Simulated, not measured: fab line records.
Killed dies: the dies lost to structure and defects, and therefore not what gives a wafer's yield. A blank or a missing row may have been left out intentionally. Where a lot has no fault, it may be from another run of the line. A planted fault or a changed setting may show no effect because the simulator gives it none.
What tool caused it? + flow n5Finfet + 72 wafers from 24 lots sampled at 3 of the route's 1938 steps

== WHAT THE GAUGES READ, wafer by wafer ==
N5_BEOL_M5_CD_MEAS_35: target cd 28 nm, target cd y 24 nm.
| lot  | measured     | on       | cdNm (nm)      |
|------|--------------|----------|----------------|
| L074 | day 8 01:08  | cdSem-02 | 28.1 28.4 28.3 |
| L075 | day 8 09:43  | cdSem-03 | 27.8 27.3 28.4 |
| L077 | day 9 02:29  | cdSem-01 | 28.4 27.7 27.5 |
| L076 | day 9 13:38  | cdSem-02 | 27.9 28.1 28.2 |
| L078 | day 9 21:01  | cdSem-03 | 28.3 28.0 28.0 |
| L079 | day 10 07:56 | cdSem-03 | 28.4 28.2 27.9 |
| L080 | day 10 16:28 | cdSem-02 | 28.1 28.6 27.8 |
| L082 | day 10 18:32 | cdSem-01 | 28.3 28.7 27.6 |
| L081 | day 10 22:44 | cdSem-03 | 28.4 28.0 28.3 |
| L083 | day 11 06:15 | cdSem-01 | 28.8 27.8 28.1 |
| L084 | day 11 08:38 | cdSem-01 | 27.7 28.5 28.3 |
| L086 | day 11 14:41 | cdSem-01 | 27.2 27.7 27.3 |
| L085 | day 11 16:09 | cdSem-02 | 28.0 28.1 27.4 |
| L088 | day 11 21:44 | cdSem-02 | 28.4 27.9 28.4 |
| L087 | day 12 04:58 | cdSem-02 | 28.4 28.3 28.4 |
| L090 | day 12 10:23 | cdSem-02 | 27.9 28.2 27.7 |
| L089 | day 12 16:43 | cdSem-01 | 28.5 29.0 27.9 |
| L091 | day 13 00:47 | cdSem-03 | 28.1 27.5 28.3 |
| L092 | day 13 04:07 | cdSem-02 | 27.5 28.7 27.8 |
| L093 | day 13 13:01 | cdSem-01 | 28.4 28.1 28.6 |
| L094 | day 13 18:31 | cdSem-01 | 27.3 27.8 27.6 |
| L095 | day 14 09:18 | cdSem-02 | 28.4 28.1 29.1 |
| L097 | day 14 11:31 | cdSem-01 | 27.7 27.9 28.1 |
| L096 | day 14 11:53 | cdSem-01 | 29.4 28.4 27.5 |

N5_BEOL_M5_RS_MEAS_57: a four-point-probe measurement.
| lot  | measured     | on           | M5_RS (ohm/sq)    |
|------|--------------|--------------|-------------------|
| L074 | day 8 11:13  | filmMetro-01 | 0.396 0.419 0.385 |
| L075 | day 8 18:34  | filmMetro-02 | 0.373 0.376 0.375 |
| L077 | day 9 09:31  | filmMetro-02 | 0.396 0.397 0.386 |
| L076 | day 9 20:52  | filmMetro-01 | 0.415 0.398 0.401 |
| L078 | day 10 04:21 | filmMetro-01 | 0.376 0.384 0.399 |
| L079 | day 10 15:10 | filmMetro-02 | 0.397 0.404 0.407 |
| L080 | day 11 00:13 | filmMetro-02 | 0.373 0.364 0.361 |
| L082 | day 11 02:35 | filmMetro-01 | 0.386 0.379 0.366 |
| L081 | day 11 05:59 | filmMetro-02 | 0.375 0.381 0.380 |
| L083 | day 11 14:28 | filmMetro-01 | 0.425 0.408 0.392 |
| L084 | day 11 16:19 | filmMetro-01 | 0.379 0.360 0.377 |
| L086 | day 11 22:09 | filmMetro-01 | 0.432 0.406 0.406 |
| L085 | day 11 23:17 | filmMetro-01 | 0.402 0.376 0.384 |
| L088 | day 12 06:04 | filmMetro-02 | 0.420 0.379 0.383 |
| L087 | day 12 11:36 | filmMetro-02 | 0.400 0.397 0.373 |
| L090 | day 12 16:59 | filmMetro-02 | 0.421 0.389 0.382 |
| L089 | day 12 23:11 | filmMetro-02 | 0.406 0.429 0.398 |
| L091 | day 13 09:05 | filmMetro-01 | 0.379 0.416 0.421 |
| L092 | day 13 12:22 | filmMetro-02 | 0.353 0.377 0.390 |
| L093 | day 13 19:49 | filmMetro-01 | 0.393 0.402 0.374 |
| L094 | day 14 01:02 | filmMetro-01 | 0.405 0.374 0.382 |
| L095 | day 14 16:40 | filmMetro-02 | 0.393 0.404 0.401 |
| L097 | day 14 18:42 | filmMetro-02 | 0.370 0.383 0.361 |
| L096 | day 14 21:08 | filmMetro-01 | 0.387 0.400 0.388 |

== TOOL THAT RAN EACH LOT (tool first, then ch and the chambers of the sampled wafers, then the start) ==
| lot  | N5_BEOL_M5_SURFACE_TREAT_87 |
|------|-----------------------------|
| L074 | pvdSputter-03, day 8 04:32  |
| L075 | pvdSputter-03, day 8 10:38  |
| L077 | pvdSputter-02, day 9 03:53  |
| L076 | pvdSputter-03, day 9 15:13  |
| L078 | pvdSputter-01, day 9 22:27  |
| L079 | pvdSputter-02, day 10 08:54 |
| L080 | pvdSputter-02, day 10 18:35 |
| L082 | pvdSputter-01, day 10 20:52 |
| L081 | pvdSputter-02, day 10 23:59 |
| L083 | pvdSputter-02, day 11 08:48 |
| L084 | pvdSputter-03, day 11 10:02 |
| L086 | pvdSputter-02, day 11 16:31 |
| L085 | pvdSputter-03, day 11 16:54 |
| L088 | pvdSputter-03, day 11 22:47 |
| L087 | pvdSputter-01, day 12 05:59 |
| L090 | pvdSputter-02, day 12 11:16 |
| L089 | pvdSputter-02, day 12 17:33 |
| L091 | pvdSputter-03, day 13 01:49 |
| L092 | pvdSputter-03, day 13 05:21 |
| L093 | pvdSputter-03, day 13 14:06 |
| L094 | pvdSputter-03, day 13 19:21 |
| L095 | pvdSputter-02, day 14 10:59 |
| L097 | pvdSputter-03, day 14 12:50 |
| L096 | pvdSputter-03, day 14 13:15 |
- N5_BEOL_M5_SURFACE_TREAT_87

== AS READ BY THE TOOLS THEMSELVES (means over the sampled wafers that have a number; for cases with no such wafer, the mark the record gives instead) ==
N5_BEOL_M5_SURFACE_TREAT_87.
| lot  | tool          | arFlowSccm (sccm) |
|------|---------------|-------------------|
| L074 | pvdSputter-03 | 30.01             |
| L075 | pvdSputter-03 | 30.06             |
| L077 | pvdSputter-02 | 29.96             |
| L076 | pvdSputter-03 | 29.93             |
| L078 | pvdSputter-01 | 29.98             |
| L079 | pvdSputter-02 | 30.02             |
| L080 | pvdSputter-02 | 29.98             |
| L082 | pvdSputter-01 | 30.00             |
| L081 | pvdSputter-02 | 29.94             |
| L083 | pvdSputter-02 | 29.89             |
| L084 | pvdSputter-03 | 30.06             |
| L086 | pvdSputter-02 | 29.99             |
| L085 | pvdSputter-03 | 30.05             |
| L088 | pvdSputter-03 | 29.95             |
| L087 | pvdSputter-01 | 30.07             |
| L090 | pvdSputter-02 | 29.94             |
| L089 | pvdSputter-02 | 29.98             |
| L091 | pvdSputter-03 | 30.05             |
| L092 | pvdSputter-03 | 29.99             |
| L093 | pvdSputter-03 | 30.01             |
| L094 | pvdSputter-03 | 29.96             |
| L095 | pvdSputter-02 | 29.96             |
| L097 | pvdSputter-03 | 30.00             |
| L096 | pvdSputter-03 | 30.01             |

== THE ANSWER, worked out from the rows above alone ==
Rule: usual is defined by the lots themselves. Put in order of their means at a reading, lots are off if they are a third of the lots or fewer, leave a main group of 4 or more, and stand apart from it by a gap of 3 or more times the standard deviation of the main group's means; of several such gaps the widest counts. A main group is skipped when, at the precision printed for the reading in the tables above, its means are all equal. A lot without any number at a reading at which 4 lots or more have one is off too. Any other lot the step has rows for is counted as sound. After the gauges, taken in route order, come the tools' own readings; for these a lot's mean is taken, as printed above. At the first step where some lot is off, the reading lying furthest off is the one used; lots without a number count as furthest.
No lot is off on any of the readings shown, so nothing can be concluded from this.

== WHAT THE SIMULATOR PUT IN ==
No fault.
